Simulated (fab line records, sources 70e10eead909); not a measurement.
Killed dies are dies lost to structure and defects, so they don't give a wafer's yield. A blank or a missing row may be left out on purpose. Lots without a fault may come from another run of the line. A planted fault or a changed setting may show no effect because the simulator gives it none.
Chamber matching | flow nand_harc | NHARC_A_M1_CMP_23 on cmp-03: 4 sister chambers
The step polishes, t overpolish 20 s, target thk 154.34 nm. 4 wafers are shown with their chamber, then 8 later ones without.

WAFERS WITH THEIR CHAMBER
wafer  | chamber | motor_current_A (A)
L091.1 | 3       | 12.6
L091.3 | 2       | 9.3
L091.4 | 0       | 15.9
L092.1 | 1       | 12.3

WAFERS WITHOUT THEIR CHAMBER
wafer  | motor_current_A (A)
L092.4 | 9.5
L092.5 | 12.3
L095.1 | 9.5
L095.2 | 13.3
L095.4 | 15.1
L094.3 | 15.0
L094.4 | 13.2
L094.6 | 9.5

WHICH CHAMBER EACH WENT THROUGH
wafer  | from the rows above     | in truth
L092.4 | 2                       | 2
L092.5 | can't be placed: 1 or 3 | 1
L095.1 | 2                       | 2
L095.2 | can't be placed: 3 or 1 | 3
L095.4 | 0                       | 0
L094.3 | 0                       | 0
L094.4 | can't be placed: 3 or 1 | 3
L094.6 | 2                       | 2
Placed correctly: 5 of 8. Can't be placed from these rows: 3 (the true chamber is among the candidates in 3). Placed wrongly: 0.
How it was worked out, from the rows above alone: a wafer's distance from a chamber is the root of the sum, over the readings, of the square of ((its reading less the chamber's mean) divided by the reading's scatter). The wafer belongs to the nearest chamber; if the next one is less than 2 further off, it can't be placed. A chamber's mean is the mean of its shown wafers. The scatter: with one shown wafer a chamber, the root of the mean of the squares of how far each hidden wafer lies from its nearest shown one.
